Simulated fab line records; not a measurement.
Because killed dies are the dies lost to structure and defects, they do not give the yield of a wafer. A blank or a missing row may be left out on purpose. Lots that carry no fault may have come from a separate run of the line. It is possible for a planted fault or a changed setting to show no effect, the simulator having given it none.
Chamber matching    flow nandHarc    aldHk-04 running NHARC_A_STAIRCASE_ALD_415: 4 sister chambers
The step deposits SiO2, target thk 30 nm, pulse time 6 s, ald cycles 300. 20 wafers are shown with their chamber, then 10 later ones without.

## WAFERS WITH THEIR CHAMBER
wafer   chamber  heaterPowerW (W)  precursorPulseHeightRel
L074.2  2        567               0.964
L074.5  2        556               0.993
L074.6  3        512               0.997
L079.1  3        523               1.001
L079.2  1        509               1.018
L079.4  2        571               0.976
L078.2  1        515               0.992
L078.4  0        488               0.989
L078.6  3        532               0.945
L081.3  1        494               0.986
L081.4  2        567               1.021
L081.6  1        508               1.051
L084.2  1        511               0.996
L084.3  2        558               1.010
L084.5  0        487               1.035
L088.1  0        490               0.998
L088.5  0        482               0.963
L088.6  3        529               1.005
L089.2  2        568               1.035
L089.3  0        478               1.038

SIGNATURES, as means of the wafers listed above
reading                  chamber 0  chamber 1  chamber 2  chamber 3  scatter within a chamber
heaterPowerW             485.00     507.40     564.50     524.00     6.91
precursorPulseHeightRel  1.00460    1.00860    0.99983    0.98700    0.0285
Rule: a wafer's distance from a chamber is the root of the sum, over the readings, of the square of ((its reading less the chamber's mean) divided by the reading's scatter). The wafer belongs to the nearest chamber; if the next one is less than 2 further off, it can't be placed. The scatter is the square root of a quotient: the sum, over the shown wafers, of each reading's squared deviation from its chamber's mean, divided by wafers minus chambers.

## WAFERS WHOSE CHAMBER IS MISSING
wafer   heaterPowerW (W)  precursorPulseHeightRel
L089.5  504               1.004
L092.2  564               1.013
L092.3  525               1.032
L092.4  499               1.006
L092.1  482               1.002
L092.5  528               0.996
L092.6  570               1.001
L094.3  523               1.029
L094.4  506               0.991
L094.5  533               0.964

## CHAMBER TAKEN BY EACH
wafer    from the rows above       in truth
L089.5   1                         1
L092.2   2                         2
L092.3   can't be placed: 3 or 1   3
L092.4   can't be placed: 1 or 0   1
L092.1   0                         0
L092.5   3                         3
L092.6   2                         2
L094.3   can't be placed: 3 or 1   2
L094.4   can't be placed: 1 or 3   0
L094.5   3                         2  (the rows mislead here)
Placed correctly: 5 of 10. From these rows, 4 cannot be placed; in 2 the true chamber is one of the candidates. Number placed wrongly: 1.
